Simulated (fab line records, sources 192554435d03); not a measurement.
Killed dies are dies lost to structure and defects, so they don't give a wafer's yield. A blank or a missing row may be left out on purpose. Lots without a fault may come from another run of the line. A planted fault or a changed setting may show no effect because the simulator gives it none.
Chamber matching | flow n5_finfet | N5_BEOL_M7_ALD_77 on ald_metal-03: 4 sister chambers
The step deposits TaN, target thk 2 nm, pulse time 2 s, purge time 3 s. 4 wafers are shown with their chamber, then 7 later ones without.

WAFERS WITH THEIR CHAMBER
wafer  | chamber | heater_power_w (W)
L085.2 | 3       | 401
L085.4 | 2       | 467
L089.1 | 0       | 354
L089.2 | 1       | 410

WAFERS WITHOUT THEIR CHAMBER
wafer  | heater_power_w (W)
L089.3 | 392
L090.1 | 409
L090.5 | 397
L090.6 | 461
L091.1 | 344
L091.3 | 473
L091.6 | 457

WHICH CHAMBER EACH WENT THROUGH
wafer  | from the rows above     | in truth
L089.3 | can't be placed: 3 or 1 | 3
L090.1 | can't be placed: 1 or 3 | 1
L090.5 | can't be placed: 3 or 1 | 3
L090.6 | 2                       | 2
L091.1 | 0                       | 0
L091.3 | 2                       | 2
L091.6 | 2                       | 2
Placed correctly: 4 of 7. Can't be placed from these rows: 3 (the true chamber is among the candidates in 3). Placed wrongly: 0.
How it was worked out, from the rows above alone: a wafer's distance from a chamber is the root of the sum, over the readings, of the square of ((its reading less the chamber's mean) divided by the reading's scatter). The wafer belongs to the nearest chamber; if the next one is less than 2 further off, it can't be placed. A chamber's mean is the mean of its shown wafers. The scatter: with one shown wafer a chamber, the root of the mean of the squares of how far each hidden wafer lies from its nearest shown one.
